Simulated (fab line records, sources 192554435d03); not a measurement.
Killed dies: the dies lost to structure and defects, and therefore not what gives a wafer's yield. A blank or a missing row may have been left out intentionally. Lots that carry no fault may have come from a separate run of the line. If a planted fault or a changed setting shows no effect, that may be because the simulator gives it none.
A struck lot beside a sound one ; flow n5 finfet ; 14 steps out of a route of 1938
Sound: wafers L506.3, L506.5, L506.6. Struck: wafers L503.3, L503.4, L503.6. Last of all comes the cause.
For every step that has rows: the tool of each side, followed by ch and its chambers, followed by its first start. Under that, the readings that differ: sound wafers ; struck wafers ; difference of the means ; sigmas: that difference in standard deviations of wafers without a fault.
alike: readings with means less than 2 such deviations apart, plus words and numbers identical on both sides. not compared: withheld readings, readings lacking a value on some wafer, bounds such as >300 that could conceal the same value, and numbers that have no deviation in the record and whose values overlap.
The two part at a step that has a row with sigmas, a row that says differs or no value, or rows on one side only. When numbers do not overlap yet have no deviation, they are printed without sigmas and do not part them. Lack of a reading on every wafer of one side parts them only where that side has two or more wafers.

first, 2 steps without rows for these wafers: N5_DUMMY_REMOVAL_SRD_05 (time 30 s); N5_HKMG_FIN_IL_REGROW_00 (material SiO2, chemistry O3, target thk 0.75 nm, time 30 s).
N5_HKMG_FIN_HK_ALD_01: deposits HfO2, target thk 1.6 nm, pulse time 3 s, purge time 3 s.
  sound on ald hk-03 ch 0,1, day 8 03:08; struck on ald hk-01 ch 1,2, day 7 07:51
  alike: precursor pulse height rel
N5_HKMG_FIN_HK_ANNEAL_02: time 30 s.
  sound on rtp anneal-01 ch 0, day 8 03:31; struck on rtp anneal-02 ch 0, day 7 08:06
reading;sound;struck;difference;sigmas
lamp power pct (%);8.88 8.91 8.88;8.72 8.79 8.68;-0.16;-3
  alike: lamp_zone_3_pct, wafer_temp_C_max
N5_HKMG_FIN_ALD_74: deposits La2O3, target thk 0.5 nm, pulse time 6 s, co reactant pulse time 1 s.
  sound on ald hk-02 ch 1,2,3, day 8 03:41; struck on ald hk-02 ch 1,2, day 7 08:15
  alike: heater power w, precursor pulse height rel, susceptor temp C
N5_HKMG_FIN_ALD_75: deposits Al2O3, target thk 1 nm, co reactant pulse time 1 s.
  sound on ald hk-02 ch 1,2,3, day 8 03:46; struck on ald hk-02 ch 1,2, day 7 08:20
  alike: heater power w, precursor pulse height rel, susceptor temp C
then, 6 steps without rows for these wafers: N5_HKMG_FIN_COAT_41 (time 60 s, resist thk 300 nm); N5_HKMG_FIN_COAT_42 (time 60 s, resist thk 35 nm); N5_HKMG_FIN_COAT_43 (resist thk 90 nm); N5_HKMG_FIN_EBR_45; N5_HKMG_FIN_SOFTBAKE_44 (time 60 s); N5_HKMG_FIN_EXPOSE_46 (exposes mask NDIPOLE).
N5_HKMG_FIN_PEB_47: peb time 60 s.
  struck on litho track-02, day 7 08:36; sound on litho track-05 ch 0, day 8 04:10
  no value came back on the struck wafers for chill plate temp C (C), exhaust pa (Pa); on the sound wafers chill plate temp C (C) reads 23.05 23.09 22.91
then, 1 step without rows for these wafers: N5_HKMG_FIN_DEVELOP_48 (develop time 30 s).

WHERE THEY PART
Last at N5_HKMG_FIN_PEB_47 as far as this record goes, first at N5_HKMG_FIN_HK_ANNEAL_02.

WHY: what had been put in by the simulator
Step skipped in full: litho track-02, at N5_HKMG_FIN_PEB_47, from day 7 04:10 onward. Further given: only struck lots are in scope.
